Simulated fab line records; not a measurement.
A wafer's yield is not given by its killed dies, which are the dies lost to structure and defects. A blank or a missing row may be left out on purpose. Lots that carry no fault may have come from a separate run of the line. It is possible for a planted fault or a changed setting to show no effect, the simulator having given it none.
Which tool is to blame? / flow n5-finfet / 12 lots (36 wafers sampled), 1 step of a 1938-step route

WHAT EACH GAUGE READ, for each wafer
N5_BEOL_M15_CD_MEAS_17: target cd 360 nm.
lot=L075; measured=day 11 14:41; on=cd-sem-01; cd-nm (nm)=357.6 358.8 359.0
lot=L078; measured=day 12 04:48; on=cd-sem-01; cd-nm (nm)=359.5 360.5 355.9
lot=L079; measured=day 12 23:24; on=cd-sem-03; cd-nm (nm)=358.0 358.2 357.8
lot=L081; measured=day 13 17:02; on=cd-sem-02; cd-nm (nm)=361.0 363.9 361.5
lot=L087; measured=day 14 23:48; on=cd-sem-03; cd-nm (nm)=363.8 361.4 361.7
lot=L082; measured=day 15 05:28; on=cd-sem-03; cd-nm (nm)=361.4 359.8 360.4
lot=L085; measured=day 15 12:18; on=cd-sem-03; cd-nm (nm)=361.0 360.1 360.4
lot=L089; measured=day 16 01:25; on=cd-sem-03; cd-nm (nm)=361.7 361.1 359.0
lot=L090; measured=day 16 17:01; on=cd-sem-03; cd-nm (nm)=361.2 359.8 361.3
lot=L093; measured=day 16 23:25; on=cd-sem-01; cd-nm (nm)=359.3 358.8 358.2
lot=L094; measured=day 17 00:19; on=cd-sem-03; cd-nm (nm)=360.5 361.5 361.1
lot=L097; measured=day 18 04:26; on=cd-sem-01; cd-nm (nm)=360.1 362.0 360.9

EACH LOT AND THE TOOL THAT RAN IT (in order: tool; ch and the chambers of the sampled wafers; start)
The record shows no process step preceding these readings.

THE ANSWER, worked out from the rows above alone
Rule: the usual values come from the lots themselves. The widest of any qualifying gaps counts: lots, ordered by their means at a reading, are off when they make up no more than a third of the lots, leave a main group of 4 or more, and stand apart from it by 3 or more times the standard deviation of that group's means. A main group is skipped when, at the precision printed for the reading in the tables above, its means are all equal. Also off: a lot with no number at a reading for which 4 or more lots have one. Any other lot the step has rows for is counted as sound.
No lot is off at any reading shown: from this, nothing can be told.

WHAT HAD BEEN PUT IN BY THE SIMULATOR
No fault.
